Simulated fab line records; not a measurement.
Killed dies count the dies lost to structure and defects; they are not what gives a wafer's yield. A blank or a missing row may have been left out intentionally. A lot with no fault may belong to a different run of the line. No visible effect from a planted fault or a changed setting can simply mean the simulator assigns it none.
Matching of chambers || flow n5-finfet || cvd-co-01 running N5_BEOL_M4_PRE_CLEAN_60: 3 sister chambers
The step time 15 s. 16 wafers are shown with their chamber, then 7 later ones without.

WAFERS WITH THEIR CHAMBER
{"wafer": "L699.2", "chamber": 0, "heater-power-w (W)": 138}
{"wafer": "L699.5", "chamber": 2, "heater-power-w (W)": 73}
{"wafer": "L699.6", "chamber": 1, "heater-power-w (W)": 71}
{"wafer": "L702.1", "chamber": 1, "heater-power-w (W)": 71}
{"wafer": "L702.4", "chamber": 1, "heater-power-w (W)": 71}
{"wafer": "L702.6", "chamber": 0, "heater-power-w (W)": 143}
{"wafer": "L701.1", "chamber": 0, "heater-power-w (W)": 142}
{"wafer": "L701.2", "chamber": 2, "heater-power-w (W)": 76}
{"wafer": "L701.4", "chamber": 0, "heater-power-w (W)": 140}
{"wafer": "L703.1", "chamber": 1, "heater-power-w (W)": 72}
{"wafer": "L703.3", "chamber": 0, "heater-power-w (W)": 143}
{"wafer": "L703.5", "chamber": 0, "heater-power-w (W)": 146}
{"wafer": "L704.3", "chamber": 2, "heater-power-w (W)": 75}
{"wafer": "L704.4", "chamber": 2, "heater-power-w (W)": 75}
{"wafer": "L704.6", "chamber": 1, "heater-power-w (W)": 71}
{"wafer": "L715.3", "chamber": 0, "heater-power-w (W)": 145}

SIGNATURES (means of the wafers above)
{"reading": "heater-power-w", "chamber 0": 142.43, "chamber 1": 71.20, "chamber 2": 74.75, "scatter within a chamber": 1.99}
Rule: for each reading, subtract the chamber's mean from the wafer's reading, divide by that reading's scatter and square the result; add these up over the readings and take the root, which gives the wafer's distance from the chamber. The wafer belongs to the nearest chamber; if the next one is less than 2 further off, it can't be placed. The scatter is the square root of a quotient: the sum, over the shown wafers, of each reading's squared deviation from its chamber's mean, divided by wafers minus chambers.

WAFERS MISSING THEIR CHAMBER
{"wafer": "L715.6", "heater-power-w (W)": 146}
{"wafer": "L716.2", "heater-power-w (W)": 146}
{"wafer": "L716.4", "heater-power-w (W)": 146}
{"wafer": "L716.5", "heater-power-w (W)": 71}
{"wafer": "L718.1", "heater-power-w (W)": 75}
{"wafer": "L718.4", "heater-power-w (W)": 76}
{"wafer": "L718.6", "heater-power-w (W)": 145}

EACH ONE'S CHAMBER
{"wafer": "L715.6", "from the rows above": 0, "in truth": 0}
{"wafer": "L716.2", "from the rows above": 0, "in truth": 0}
{"wafer": "L716.4", "from the rows above": 0, "in truth": 0}
{"wafer": "L716.5", "from the rows above": "can't be placed: 1 or 2", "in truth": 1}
{"wafer": "L718.1", "from the rows above": "can't be placed: 2 or 1", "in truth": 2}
{"wafer": "L718.4", "from the rows above": "can't be placed: 2 or 1", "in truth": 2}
{"wafer": "L718.6", "from the rows above": 0, "in truth": 0}
4 of 7 placed correctly. Not placeable from these rows: 3 (in 3, the candidates include the true chamber). 0 placed wrongly.
